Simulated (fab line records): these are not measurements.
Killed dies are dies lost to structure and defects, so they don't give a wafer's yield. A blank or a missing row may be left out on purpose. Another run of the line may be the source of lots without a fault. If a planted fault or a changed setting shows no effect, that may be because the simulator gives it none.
Matching of chambers + flow nand_harc + 4 sister chambers for NHARC_A_STAIRCASE_TRIM_20 on rie_diel-06
The step chemistry O2, time 211.2 s. 8 wafers are shown with their chamber, then 7 later ones without.

== EACH WAFER AND ITS CHAMBER ==
| wafer  | chamber | drypump_motor_current_A (A) | showerhead_plenum_p_Torr (Torr) |
|--------|---------|-----------------------------|---------------------------------|
| L515.3 | 2       | 5.3                         | 3.60                            |
| L517.1 | 1       | 5.9                         | 3.46                            |
| L517.2 | 2       | 5.4                         | 3.59                            |
| L518.2 | 0       | 6.1                         | 3.55                            |
| L518.3 | 3       | 5.2                         | 3.50                            |
| L518.6 | 0       | 6.1                         | 3.55                            |
| L521.2 | 1       | 5.9                         | 3.45                            |
| L521.4 | 3       | 5.2                         | 3.49                            |

== WAFERS MISSING THEIR CHAMBER ==
| wafer  | drypump_motor_current_A (A) | showerhead_plenum_p_Torr (Torr) |
|--------|-----------------------------|---------------------------------|
| L521.6 | 5.9                         | 3.45                            |
| L531.1 | 5.2                         | 3.48                            |
| L531.2 | 5.3                         | 3.57                            |
| L531.6 | 5.9                         | 3.44                            |
| L533.2 | 5.9                         | 3.44                            |
| L533.3 | 6.1                         | 3.53                            |
| L533.5 | 5.3                         | 3.57                            |

== WHICH CHAMBER EACH WENT THROUGH ==
| wafer  | from the rows above | in truth |
|--------|---------------------|----------|
| L521.6 | 1                   | 1        |
| L531.1 | 3                   | 3        |
| L531.2 | 2                   | 2        |
| L531.6 | 1                   | 1        |
| L533.2 | 1                   | 1        |
| L533.3 | 0                   | 0        |
| L533.5 | 2                   | 2        |
Correctly placed: 7 of 7. From these rows, 0 cannot be placed. Placed wrongly: 0.
How it was worked out, from the rows above alone: a wafer's distance from a chamber is the root of the sum, over the readings, of the square of ((its reading less the chamber's mean) divided by the reading's scatter). If the next closest chamber is less than 2 further off than the closest, the wafer can't be placed; otherwise it belongs to the closest. Each chamber's mean is taken over the wafers shown for it. The scatter: the root of (the sum of the squares of (reading less its chamber's mean) over the shown wafers, divided by (wafers less chambers)).
